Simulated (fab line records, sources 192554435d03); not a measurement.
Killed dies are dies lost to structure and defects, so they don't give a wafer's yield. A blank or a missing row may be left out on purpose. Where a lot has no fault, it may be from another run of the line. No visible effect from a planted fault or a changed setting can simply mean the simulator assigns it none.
A lot that was struck, set against a sound lot -- flow n5_finfet -- 15 steps out of a route of 1938
Sound: wafers L245.1, L245.3, L245.4. Struck: wafer L250.1 (left out: L250.2, L250.5 of the same lot, which were not struck); the cause appears at the end.
Each step with rows lists, per side, the tool, then ch with its chambers, then its first start. Under that, the readings that differ: sound wafers -- struck wafers -- difference of the means -- sigmas: that difference in standard deviations of wafers without a fault.
alike: words and numbers the same on both sides, and readings whose means are apart by under 2 such deviations; not compared: readings that were withheld, readings missing a value for some wafer, numbers with overlapping values and no deviation given by the record, and bounds like >300 which may hide the same value.
Wherever a step has rows on one side only, a row that says differs or no value, or a row with sigmas, the two part there. When numbers do not overlap yet have no deviation, they are printed without sigmas and do not part them. Lack of a reading on every wafer of one side parts them only where that side has two or more wafers.

N5_BEOL_M10_CD_MEAS_28: target cd 70 nm.
  sound on cd_sem-02 ch 0, day 10 10:22; struck on cd_sem-01 ch 0, day 12 05:57
  alike: cd_nm
N5_BEOL_M10_OVL_MEAS_29:
  sound on overlay-01 ch 0, day 10 10:23; struck on overlay-01 ch 0, day 12 05:59
reading,sound,struck,difference,sigmas
V9_OVL (nm),-0.9 -1.1 -1.7,0.5,+1.7,+2
N5_BEOL_M10_INSPECT_30: inspects for defects (brightfield).
  sound on defect_inspect-01, day 10 10:25; struck on defect_inspect-02, day 12 06:01
  alike: raw_defect_count
then, 1 step without rows for these wafers: N5_BEOL_M10_DESCUM_33 (chemistry O2, time 7.9 s).
N5_BEOL_M10_ETCH_65: etches SiARC in CF4, target depth 39 nm, time 65 s.
  sound on rie_diel-05 ch 0,3, day 10 10:39; struck on rie_diel-02 ch 1, day 12 06:18
  alike: chamber_pressure_mTorr, drypump_motor_current_A, etch_rf_on_time_s, oes_product_au, rf_vpp_V, showerhead_plenum_p_Torr, throttle_valve_pct
  not compared: rf_hours_counter_h
N5_BEOL_M10_ETCH_66: etches SOC in N2/H2, target depth 120 nm, overetch 24 nm, time 180 s.
  sound on rie_diel-05 ch 0,3, day 10 10:42; struck on rie_diel-02 ch 1, day 12 06:21
  alike: chamber_pressure_mTorr, drypump_motor_current_A, oes_product_au, rf_vpp_V, showerhead_plenum_p_Torr, throttle_valve_pct
  not compared: rf_hours_counter_h
then, 1 step without rows for these wafers: N5_BEOL_M10_STRIP_69 (strips in N2/H2).
N5_BEOL_M10_VIA_ETCH_34: etches SiCOH lowk in C4F6/O2, target depth 184.5 nm, time 69.2 s.
  sound on rie_diel-05 ch 0,3, day 10 10:49; struck on rie_diel-02 ch 1, day 12 06:28
  alike: C4F6_flow_sccm, O2_flow_sccm, chamber_pressure_mTorr, drypump_motor_current_A, oes_ar_750_au, oes_product_au, rf_vpp_V, showerhead_plenum_p_Torr, throttle_valve_pct
  not compared: rf_hours_counter_h
then, 1 step without rows for these wafers: N5_BEOL_M10_STRIP_73 (strips in C4F6/O2).
N5_BEOL_M10_STRIP_36: strips in N2/H2.
  sound on rie_diel-05 ch 0,3, day 10 10:53; struck on rie_diel-02 ch 1, day 12 06:32
  alike: chamber_pressure_mTorr, drypump_motor_current_A, oes_product_au, rf_vpp_V, showerhead_plenum_p_Torr, throttle_valve_pct
  not compared: rf_hours_counter_h
then, 1 step without rows for these wafers: N5_BEOL_M10_TRENCH_ETCH_37 (etches SiCOH lowk in C4F6/O2, target depth 148.83 nm, time 48 s).
N5_BEOL_M10_ETCH_41: etches SiCN in CH3F/O2, target depth 42.6 nm, time 86 s.
  sound on rie_diel-05 ch 0,3; struck on rie_diel-02 ch 1
  alike: O2_flow_sccm, chamber_pressure_mTorr, drypump_motor_current_A, oes_product_au, rf_vpp_V, showerhead_plenum_p_Torr, throttle_valve_pct
  not compared: rf_hours_counter_h
N5_BEOL_M10_STRIP_77: strips in N2/H2, time 10 s.
  sound on rie_diel-05 ch 0,3, day 10 11:01; struck on rie_diel-02 ch 1, day 12 06:40
reading,sound,struck,difference,sigmas
chamber_pressure_mTorr (mTorr),19.978 19.976 20.011,26.021,+6.033,+99 or more
  alike: drypump_motor_current_A, oes_product_au, rf_vpp_V, showerhead_plenum_p_Torr, throttle_valve_pct
  not compared: rf_hours_counter_h
N5_BEOL_M10_OCD_MEAS_38:
  sound on ocd-02, day 10 11:06; struck on ocd-02, day 12 06:45
  alike: trench_depth_nm
-- the record jumps here: 3 days lie between the struck wafers' starts before and after (it left off in module BEOL_M10 and takes up again in module PASSIVATION, whose first step shown is number 1936 of the route) --
N5_PASSIVATION_PROBE_49:
  sound on prober-02, day 12 18:04; struck on prober-01, day 14 18:55
  alike: defect_limited_yield, killed_at_M0_to_M3, killed_at_M4_up, killed_at_contacts, killed_at_front_end, killed_at_other, killed_dies, killed_open, killed_short, sort_bin_5_function, sort_bin_6_memory, sort_n_pass, sort_yield_pct

== WHERE THEY PART ==
At N5_BEOL_M10_OVL_MEAS_29 first; at N5_BEOL_M10_STRIP_77 last (within this record only). Later steps at which nothing parts them and some readings are alike: N5_BEOL_M10_OCD_MEAS_38, N5_PASSIVATION_PROBE_49.

WHY: what had been put in by the simulator
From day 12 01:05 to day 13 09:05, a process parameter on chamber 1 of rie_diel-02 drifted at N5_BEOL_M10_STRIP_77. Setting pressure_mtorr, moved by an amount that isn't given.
